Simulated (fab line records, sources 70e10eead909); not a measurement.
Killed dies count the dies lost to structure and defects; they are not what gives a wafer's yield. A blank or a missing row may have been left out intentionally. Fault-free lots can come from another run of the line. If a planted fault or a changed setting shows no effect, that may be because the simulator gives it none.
fab line records + flow nand-harc
record:
- lots: 13
- wafers: 39
- last-day: 21
route steps=1159 shown P_GATE@190 P_CONTACT@217 END@1159
lots that met no fault: from a run of the same line without faults
start-h: start of the lot's first displayed wafer, in hours after the record's first day + wait-h: hours elapsed since this lot's preceding step + " unchanged from the row above + L1.1+2: several wafers, shown together as one row + - no value present, or no start provided + * or withheld: withheld + < > ~ a bound
route shown NAME@n: NAME is a module with steps in the file, n the number in the route of the first one + usual: mean/standard deviation of fault-free wafers + same: alike in all rows + chamber/n: place in a boat + sites: each site's reading + _std_site: standard deviation across them + _edge_site: mean of outer sites minus mean of inner sites + radius-mm: how far each site lies from the wafer's centre + mask NAME#n: copy n + behind: the last tool/chamber to shape the wafer + hold: why the lot was held/for how many hours/how that ended + device: names the non-switching transistor (n, p or np) + end of line: tests of these same wafers at the route's end + a step given without rows: its recipe and nothing more + killed: not the wafer's yield, but the dies lost to structure and defects at the first sort + map: the dies of a wafer, with x for killed, . for not killed, _ for no die there
set.NAME: the setting that was run; set.NAME@STEP: the one run at that earlier step + model.NAME: the simulator's own value behind a step, which no gauge read
route steps across a sampled set of lots; one table per step, one row per wafer
services: when a tool's chamber went out of use (start-h, in hours from the record's first day, below 0 if earlier), for how many hours, and the reason
== steps ==
step: NHARC_P_GATE_STRIP_76
recipe:
- power-w: 1500
- temp-c: 250
- chemistry: O2
usual:
- drypump-motor-current-A: 5.57/0.19
- heater-power-w: 333/14
| lot.wafer | tool            | chamber | start-h | wait-h | drypump-motor-current-A | heater-power-w | rf-hours-counter-h |
|-----------|-----------------|---------|---------|--------|-------------------------|----------------|--------------------|
| L968.2    | plasma-asher-02 | 1       | 101.25  | 0.2    | 5.76                    | 352            | 33                 |
| L968.3    | "               | 0       | "       | "      | 5.43                    | 326            | -                  |
| L968.5    | "               | 1       | "       | "      | 5.76                    | 345            | -                  |
| L969.2    | plasma-asher-01 | 0       | 109.12  | 0.2    | 5.30                    | 334            | 0                  |
| L969.4    | "               | 1       | "       | "      | 5.75                    | 316            | -                  |
| L969.3    | "               | 0       | "       | "      | 5.36                    | 337            | -                  |
| L970.4    | plasma-asher-02 | 1       | 117.82  | 0.2    | 5.71                    | 351            | -                  |
| L970.6    | "               | 1       | "       | "      | 5.73                    | 347            | -                  |
| L970.5    | "               | 0       | "       | "      | 5.47                    | 319            | -                  |
| L971.1    | plasma-asher-02 | 0       | 118.61  | 0.2    | 5.42                    | 320            | 39                 |
| L971.4    | "               | 0       | "       | "      | 5.42                    | 329            | -                  |
| L971.6    | "               | 1       | "       | "      | 5.73                    | 343            | -                  |
| L973.1    | plasma-asher-02 | 1       | 132.04  | 0.2    | 5.74                    | 354            | 44                 |
| L973.3    | "               | 0       | "       | "      | 5.42                    | 328            | -                  |
| L973.6    | "               | 0       | "       | "      | 5.42                    | 331            | -                  |
| L972.2    | plasma-asher-01 | 1       | 132.36  | 0.2    | 5.78                    | 315            | 7                  |
| L972.3    | "               | 0       | "       | "      | 5.32                    | 336            | -                  |
| L972.6    | "               | 1       | "       | "      | 5.76                    | 314            | -                  |
| L975.2    | plasma-asher-02 | 1       | 150.43  | 0.2    | 5.73                    | 356            | 50                 |
| L975.4    | "               | 1       | "       | "      | 5.73                    | 347            | -                  |
| L975.5    | "               | 0       | "       | "      | 5.42                    | 335            | -                  |
| L974.2    | plasma-asher-01 | 0       | 150.74  | 0.2    | 5.31                    | 345            | 13                 |
| L974.4    | "               | 1       | "       | "      | 5.75                    | 320            | -                  |
| L974.3    | "               | 0       | "       | "      | 5.33                    | 340            | -                  |
| L977.1    | plasma-asher-01 | 0       | 158.66  | 0.2    | 5.35                    | 343            | 16                 |
| L977.5    | "               | 0       | "       | "      | 5.32                    | 336            | -                  |
| L977.6    | "               | 1       | "       | "      | 5.78                    | 309            | -                  |
| L979.2    | plasma-asher-02 | 1       | 167.35  | 0.2    | 5.71                    | 353            | 55                 |
| L979.3    | "               | 1       | "       | "      | 5.72                    | 352            | -                  |
| L979.4    | "               | 0       | "       | "      | 5.45                    | 326            | -                  |
| L978.4    | plasma-asher-01 | 1       | 170.16  | 0.2    | 5.78                    | 315            | -                  |
| L978.6    | "               | 1       | "       | "      | 5.77                    | 311            | -                  |
| L978.5    | "               | 0       | "       | "      | 5.36                    | 344            | -                  |
| L981.1    | plasma-asher-01 | 1       | 185.26  | 0.2    | 5.77                    | 312            | 25                 |
| L981.4    | "               | 0       | "       | "      | 5.39                    | 331            | -                  |
| L981.5    | "               | 1       | "       | "      | 5.74                    | 314            | -                  |
| L982.2    | plasma-asher-01 | 1       | 191.91  | 0.2    | 5.77                    | 309            | 31                 |
| L982.4    | "               | 1       | "       | "      | 5.77                    | 310            | -                  |
| L982.3    | "               | 0       | "       | "      | 5.36                    | 345            | -                  |
step: NHARC_P_GATE_EXPOSE_88
recipe:
- na: 0.6
- target-cd-nm: 2000
- dose-mj: 11.87
- mask-id: P_HVN
| lot.wafer  | tool           | chamber | start-h | wait-h | mask    |
|------------|----------------|---------|---------|--------|---------|
| L968.2+3+5 | krf-scanner-04 | 0       | 102.00  | -      | P_HVN#0 |
| L969.2+3+4 | krf-scanner-02 | 0       | 109.87  | -      | P_HVN#0 |
| L970.4+5+6 | krf-scanner-04 | 0       | 118.58  | -      | P_HVN#0 |
| L971.1+4+6 | krf-scanner-02 | 0       | 119.36  | -      | P_HVN#0 |
| L973.1+3+6 | krf-scanner-01 | 0       | 132.78  | -      | P_HVN#0 |
| L972.2+3+6 | krf-scanner-02 | 0       | 133.17  | -      | P_HVN#0 |
| L975.2+4+5 | krf-scanner-01 | 0       | 151.20  | -      | P_HVN#0 |
| L974.2+3+4 | krf-scanner-04 | 0       | 151.50  | -      | P_HVN#0 |
| L977.1+5+6 | krf-scanner-02 | 0       | 159.42  | -      | P_HVN#0 |
| L979.2+3+4 | krf-scanner-02 | 0       | 168.00  | -      | P_HVN#0 |
| L978.4+5+6 | krf-scanner-01 | 0       | 170.91  | -      | P_HVN#0 |
| L981.1+4+5 | krf-scanner-02 | 0       | 185.91  | -      | P_HVN#0 |
| L982.2+3+4 | krf-scanner-01 | 0       | 192.68  | -      | P_PSD#0 |
step: NHARC_P_GATE_CD_MEAS_91
recipe:
- target-cd-nm: 2000
- landing-energy-ev: 500
usual:
- cd-nm: 2000.4/1.8
| lot.wafer | tool      | chamber | start-h | wait-h | cd-nm  |
|-----------|-----------|---------|---------|--------|--------|
| L968.2    | cd-sem-02 | 0       | 102.16  | -      | 2000.1 |
| L968.3    | "         | 0       | "       | "      | 1999.7 |
| L968.5    | "         | 0       | "       | "      | 2000.1 |
| L969.2    | cd-sem-01 | 0       | 110.03  | -      | 1999.7 |
| L969.3    | "         | 0       | "       | "      | 1997.8 |
| L969.4    | "         | 0       | "       | "      | 1998.9 |
| L970.4    | cd-sem-03 | 0       | 118.73  | -      | 1997.6 |
| L970.5    | "         | 0       | "       | "      | 1998.7 |
| L970.6    | "         | 0       | "       | "      | 2000.7 |
| L971.1    | cd-sem-01 | 0       | 119.52  | -      | 2002.3 |
| L971.4    | "         | 0       | "       | "      | 1997.7 |
| L971.6    | "         | 0       | "       | "      | 2000.8 |
| L973.1    | cd-sem-01 | 0       | 132.94  | -      | 1997.6 |
| L973.3    | "         | 0       | "       | "      | 1999.0 |
| L973.6    | "         | 0       | "       | "      | 1997.6 |
| L972.2    | cd-sem-02 | 0       | 133.32  | -      | 1999.2 |
| L972.3    | "         | 0       | "       | "      | 1999.6 |
| L972.6    | "         | 0       | "       | "      | 2001.0 |
| L975.2    | cd-sem-01 | 0       | 151.35  | -      | 2001.8 |
| L975.4    | "         | 0       | "       | "      | 1998.8 |
| L975.5    | "         | 0       | "       | "      | 2001.1 |
| L974.2    | cd-sem-02 | 0       | 151.66  | -      | 2000.0 |
| L974.3    | "         | 0       | "       | "      | 1998.7 |
| L974.4    | "         | 0       | "       | "      | 1998.3 |
| L977.1    | cd-sem-03 | 0       | 159.58  | -      | 2002.0 |
| L977.5    | "         | 0       | "       | "      | 2002.2 |
| L977.6    | "         | 0       | "       | "      | 2001.9 |
| L979.2    | cd-sem-03 | 0       | 168.15  | -      | 1999.5 |
| L979.3    | "         | 0       | "       | "      | 2000.8 |
| L979.4    | "         | 0       | "       | "      | 2000.7 |
| L978.4    | cd-sem-02 | 0       | 171.06  | -      | 1998.2 |
| L978.5    | "         | 0       | "       | "      | 1999.8 |
| L978.6    | "         | 0       | "       | "      | 2001.9 |
| L981.1    | cd-sem-01 | 0       | 186.08  | -      | 1999.6 |
| L981.4    | "         | 0       | "       | "      | 2000.6 |
| L981.5    | "         | 0       | "       | "      | 2001.6 |
| L982.2    | cd-sem-03 | 0       | 192.83  | -      | -      |
| L982.3    | "         | 0       | "       | "      | -      |
| L982.4    | "         | 0       | "       | "      | -      |
step: NHARC_P_GATE_RTA_82
recipe:
- temp-c: 450
- time-s: 30
usual:
- lamp-power-pct: 3.861/0.024
- wafer_temp_C_max: 452.2/0.55
| lot.wafer | tool          | chamber | start-h | wait-h | lamp-power-pct | wafer_temp_C_max |
|-----------|---------------|---------|---------|--------|----------------|------------------|
| L968.2    | rtp-anneal-01 | 0       | 106.48  | -      | 3.839          | 453.3            |
| L968.3    | "             | 0       | "       | "      | 3.840          | 452.6            |
| L968.5    | "             | 0       | "       | "      | 3.836          | 452.8            |
| L969.2    | rtp-anneal-01 | 0       | 112.92  | -      | 3.838          | 451.9            |
| L969.3    | "             | 0       | "       | "      | 3.834          | 453.0            |
| L969.4    | "             | 0       | "       | "      | 3.841          | 453.0            |
| L970.4    | rtp-anneal-01 | 0       | 121.83  | -      | 3.836          | 452.6            |
| L970.5    | "             | 0       | "       | "      | 3.837          | 453.9            |
| L970.6    | "             | 0       | "       | "      | 3.834          | 453.2            |
| L971.1    | rtp-anneal-02 | 0       | 122.61  | -      | 3.884          | 452.3            |
| L971.4    | "             | 0       | "       | "      | 3.891          | 452.5            |
| L971.6    | "             | 0       | "       | "      | 3.885          | 451.8            |
| L973.1    | rtp-anneal-01 | 0       | 136.29  | -      | 3.841          | 452.7            |
| L973.3    | "             | 0       | "       | "      | 3.835          | 452.8            |
| L973.6    | "             | 0       | "       | "      | 3.835          | 452.3            |
| L972.2    | rtp-anneal-02 | 0       | 136.46  | -      | 3.879          | 452.0            |
| L972.3    | "             | 0       | "       | "      | 3.886          | 452.1            |
| L972.6    | "             | 0       | "       | "      | 3.875          | 451.5            |
| L975.2    | rtp-anneal-02 | 0       | 154.45  | -      | 3.883          | 451.6            |
| L975.4    | "             | 0       | "       | "      | 3.876          | 452.1            |
| L975.5    | "             | 0       | "       | "      | 3.891          | 452.8            |
| L974.2    | rtp-anneal-02 | 0       | 155.21  | -      | 3.886          | 451.9            |
| L974.3    | "             | 0       | "       | "      | 3.883          | 452.2            |
| L974.4    | "             | 0       | "       | "      | 3.880          | 452.3            |
| L977.1    | rtp-anneal-02 | 0       | 162.51  | -      | 3.880          | 451.8            |
| L977.5    | "             | 0       | "       | "      | 3.891          | 451.6            |
| L977.6    | "             | 0       | "       | "      | 3.887          | 452.4            |
| L979.2    | rtp-anneal-01 | 0       | 171.09  | -      | 3.836          | 451.8            |
| L979.3    | "             | 0       | "       | "      | 3.829          | 452.0            |
| L979.4    | "             | 0       | "       | "      | 3.836          | 451.6            |
| L978.4    | rtp-anneal-02 | 0       | 174.34  | -      | 3.886          | 451.2            |
| L978.5    | "             | 0       | "       | "      | 3.884          | 451.9            |
| L978.6    | "             | 0       | "       | "      | 3.884          | 451.6            |
| L981.1    | rtp-anneal-02 | 0       | 190.29  | -      | 3.880          | 452.2            |
| L981.4    | "             | 0       | "       | "      | 3.891          | 452.0            |
| L981.5    | "             | 0       | "       | "      | 3.879          | 452.2            |
| L982.2    | rtp-anneal-01 | 0       | 195.74  | -      | 3.839          | 452.1            |
| L982.3    | "             | 0       | "       | "      | 3.843          | 452.8            |
| L982.4    | "             | 0       | "       | "      | 3.839          | 452.4            |
step: NHARC_P_CONTACT_DEP_30
recipe:
- target-thk-a: 300
- temp-c: 400
- target-thk-nm: 30
- flow-sccm: 200
- rf-w: 450
- material: SiNx
usual:
- heater-power-w: 712/120
| lot.wafer | tool     | chamber | start-h | wait-h | heater-power-w |
|-----------|----------|---------|---------|--------|----------------|
| L968.2    | pecvd-01 | 2       | 106.76  | 0.1    | 885            |
| L968.3    | "        | 0       | "       | "      | 620            |
| L968.5    | "        | 0       | "       | "      | 622            |
| L969.3    | pecvd-02 | 1       | 113.17  | 0.1    | 857            |
| L969.2    | "        | 0       | "       | "      | 578            |
| L969.4    | "        | 0       | "       | "      | 564            |
| L970.4    | pecvd-01 | 1       | 122.13  | 0.2    | 747            |
| L970.6    | "        | 2       | "       | "      | 928            |
| L970.5    | "        | 0       | "       | "      | 603            |
| L971.1    | pecvd-01 | 0       | 122.88  | 0.1    | 550            |
| L971.6    | "        | 0       | "       | "      | 547            |
| L971.4    | "        | 1       | "       | "      | 624            |
| L973.1    | pecvd-03 | 0       | 136.56  | 0.1    | 689            |
| L973.3    | "        | 1       | "       | "      | 717            |
| L973.6    | "        | 2       | "       | "      | 646            |
| L972.2    | pecvd-02 | 1       | 136.91  | 0.3    | 915            |
| L972.3    | "        | 2       | "       | "      | 665            |
| L972.6    | "        | 0       | "       | "      | 533            |
| L975.2    | pecvd-01 | 2       | 154.73  | 0.1    | 851            |
| L975.5    | "        | 2       | "       | "      | 857            |
| L975.4    | "        | 0       | "       | "      | 595            |
| L974.3    | pecvd-01 | 1       | 155.48  | 0.1    | 703            |
| L974.2    | "        | 2       | "       | "      | 925            |
| L974.4    | "        | 0       | "       | "      | 638            |
| L977.1    | pecvd-01 | 2       | 162.85  | 0.1    | 893            |
| L977.6    | "        | 1       | "       | "      | 644            |
| L977.5    | "        | 2       | "       | "      | 908            |
| L979.3    | pecvd-02 | 0       | 171.39  | 0.1    | 547            |
| L979.2    | "        | 1       | "       | "      | 846            |
| L979.4    | "        | 1       | "       | "      | 809            |
| L978.4    | pecvd-01 | 0       | 174.64  | 0.2    | 646            |
| L978.5    | "        | 1       | "       | "      | 715            |
| L978.6    | "        | 2       | "       | "      | 881            |
| L981.1    | pecvd-01 | 2       | 190.59  | 0.1    | 940            |
| L981.4    | "        | 1       | "       | "      | 657            |
| L981.5    | "        | 0       | "       | "      | 553            |
step: NHARC_END_SORT_01
recipe:
- temp-c: 25
usual:
- killed-at-array: 27/12
- killed-at-other: 0.8/1
- killed-at-periphery: 4.0/2.5
- killed-dies: 32/11
- killed-open: 3.3/1.8
- killed-short: 2.0/1.5
same:
- gross-dies: 677
| lot.wafer | tool      | chamber | start-h | wait-h | killed-at-array | killed-at-other | killed-at-periphery | killed-dies | killed-open | killed-short |
|-----------|-----------|---------|---------|--------|-----------------|-----------------|---------------------|-------------|-------------|--------------|
| L982.2    | prober-02 | 0       | 513.64  | 2.9    | 40              | 1               | 636                 | 677         | 4           | 3            |
| L982.3    | prober-02 | 0       | 514.45  | 3.2    | 46              | 0               | 631                 | 677         | 4           | 4            |
| L982.4    | prober-02 | 0       | 515.26  | 3.5    | 32              | 0               | 645                 | 677         | 1           | 4            |
killed by level:class
L982.2 P_GATE:area-expose=631 A_SLIT:chamber-film-flake=14 A_CHANNEL_HOLE_D1:chamber-film-flake=14 P_M0:chamber-film-flake=2 A_CHANNEL_FILL_D1:chamber-film-flake=2 A_STAIRCASE:chamber-film-flake=2 A_WL_FILL:chamber-film-flake=2 A_CONTACT:chamber-film-flake=2
L982.3 P_GATE:area-expose=627 A_CHANNEL_HOLE_D1:chamber-film-flake=18 A_SLIT:chamber-film-flake=9 A_CONTACT:chamber-film-flake=5 A_STAIRCASE:chamber-film-flake=4 P_M0:chamber-film-flake=2 A_WL_FILL:chamber-film-flake=2 P_STI:geometric-particle:short=1
L982.4 P_GATE:area-expose=638 A_CHANNEL_HOLE_D1:chamber-film-flake=14 A_SLIT:chamber-film-flake=7 P_M0:chamber-film-flake=3 A_STAIRCASE:chamber-film-flake=3 A_WL_FILL:chamber-film-flake=3 P_GATE:geometric-particle:short=1 P_M1:geometric-particle:short=1
== services ==
| tool            | chamber | start-h | hours | kind       |
|-----------------|---------|---------|-------|------------|
| pecvd-03        | 1       | 82.77   | 6.7   | repair     |
| krf-scanner-01  | -       | 84.00   | 4.0   | pm         |
| krf-scanner-04  | -       | 85.05   | 0.5   | repair     |
| pecvd-01        | -       | 87.63   | 1.2   | repair     |
| plasma-asher-01 | -       | 94.30   | 4.7   | repair     |
| pecvd-03        | 1       | 98.22   | 12.1  | repair     |
| plasma-asher-01 | 1       | 99.46   | 9.0   | vent-cycle |
| plasma-asher-01 | 0       | 108.46  | -     | clean      |
| plasma-asher-01 | 1       | 108.46  | -     | clean      |
| pecvd-03        | -       | 111.16  | 13.0  | pm         |
| krf-scanner-02  | -       | 119.74  | 4.0   | pm         |
| krf-scanner-04  | -       | 126.00  | 4.0   | pm         |
| pecvd-01        | -       | 130.24  | 0.5   | repair     |
| krf-scanner-02  | -       | 138.10  | 2.7   | repair     |
| pecvd-02        | -       | 153.11  | 13.0  | pm         |
| pecvd-02        | 0       | 153.11  | 13.0  | vent-cycle |
| pecvd-02        | 1       | 153.11  | 13.0  | vent-cycle |
| plasma-asher-02 | -       | 183.00  | 9.0   | pm         |
| plasma-asher-02 | 0       | 183.00  | 9.0   | vent-cycle |
| plasma-asher-02 | 1       | 183.00  | 9.0   | vent-cycle |
| krf-scanner-04  | -       | 185.61  | 0.3   | repair     |
| plasma-asher-02 | 0       | 192.00  | -     | clean      |
| plasma-asher-02 | 1       | 192.00  | -     | clean      |
| krf-scanner-01  | -       | 194.21  | 0.3   | repair     |
== key ==
first-sign:
- step: NHARC_P_GATE_EXPOSE_88
- reading: mask
- direction: changed
effect:
- step: NHARC_P_GATE_CD_MEAS_91
- reading: cd-nm
- direction: missing
effect:
- step: NHARC_END_SORT_01
- reading: killed-at-periphery
- direction: up
- sigmas: 99+
- usual: 4.0
- struck: 637.3
more-kills-born-at:
- NHARC_P_GATE_EXPOSE_88@krf-scanner-01: 1896
met-at NHARC_P_GATE_EXPOSE_88
struck-lots L982
later-rows-left-out L982.2,L982.3,L982.4
tester-left-out L982
not-acting-at NHARC_P_GATE_STRIP_76,NHARC_P_GATE_RTA_82,NHARC_P_CONTACT_DEP_30
onset-between 170.91 192.68
fault:
- kind: wrong-mask
- tool: any
- chamber: -
- onset-h: 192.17
- steps: NHARC_P_GATE_EXPOSE_88
- aux-copy: P_PSD#0
- scope: struck-lots-only
tester-left-out: of these lots the tester's yield and bins aren't shown, on N5 and GAA mostly nor the transistor test; their killed dies are dies lost to structure and defects alone, not to doping, threshold or leakage, so they don't give the yield
later-rows-left-out: the simulator's readings of these wafers behind a module that went badly wrong aren't trusted and aren't shown, but for the sort
